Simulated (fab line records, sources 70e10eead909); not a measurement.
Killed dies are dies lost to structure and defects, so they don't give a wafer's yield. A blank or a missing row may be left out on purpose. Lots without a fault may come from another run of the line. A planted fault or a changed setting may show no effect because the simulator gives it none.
Chamber matching | flow nand_harc | NHARC_A_ZERO_WELL_DESCUM_12 on rie_diel-07: 4 sister chambers
The step chemistry O2, time 3 s. 4 wafers are shown with their chamber, then 10 later ones without.

WAFERS WITH THEIR CHAMBER
wafer  | chamber | rf_vpp_V (V)
L818.1 | 0       | 58.3
L818.3 | 1       | 57.7
L823.2 | 2       | 59.3
L823.5 | 3       | 58.9

WAFERS WITHOUT THEIR CHAMBER
wafer  | rf_vpp_V (V)
L823.6 | 57.1
L832.1 | 59.3
L832.2 | 60.0
L832.4 | 58.0
L833.1 | 57.4
L833.3 | 59.4
L833.6 | 57.9
L834.1 | 56.4
L834.2 | 58.4
L834.5 | 57.8

WHICH CHAMBER EACH WENT THROUGH
wafer  | from the rows above               | in truth
L823.6 | can't be placed: 1 or 0           | 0
L832.1 | can't be placed: 2 or 3 or 0      | 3
L832.2 | can't be placed: 2 or 3 or 0      | 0
L832.4 | can't be placed: 0 or 1 or 3 or 2 | 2
L833.1 | can't be placed: 1 or 0           | 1
L833.3 | can't be placed: 2 or 3 or 0      | 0
L833.6 | can't be placed: 1 or 0 or 3      | 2
L834.1 | can't be placed: 1 or 0           | 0
L834.2 | can't be placed: 0 or 3 or 1 or 2 | 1
L834.5 | can't be placed: 1 or 0 or 3      | 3
Placed correctly: 0 of 10. Can't be placed from these rows: 10 (the true chamber is among the candidates in 9). Placed wrongly: 0.
How it was worked out, from the rows above alone: a wafer's distance from a chamber is the root of the sum, over the readings, of the square of ((its reading less the chamber's mean) divided by the reading's scatter). The wafer belongs to the nearest chamber; if the next one is less than 2 further off, it can't be placed. A chamber's mean is the mean of its shown wafers. The scatter: with one shown wafer a chamber, the root of the mean of the squares of how far each hidden wafer lies from its nearest shown one.
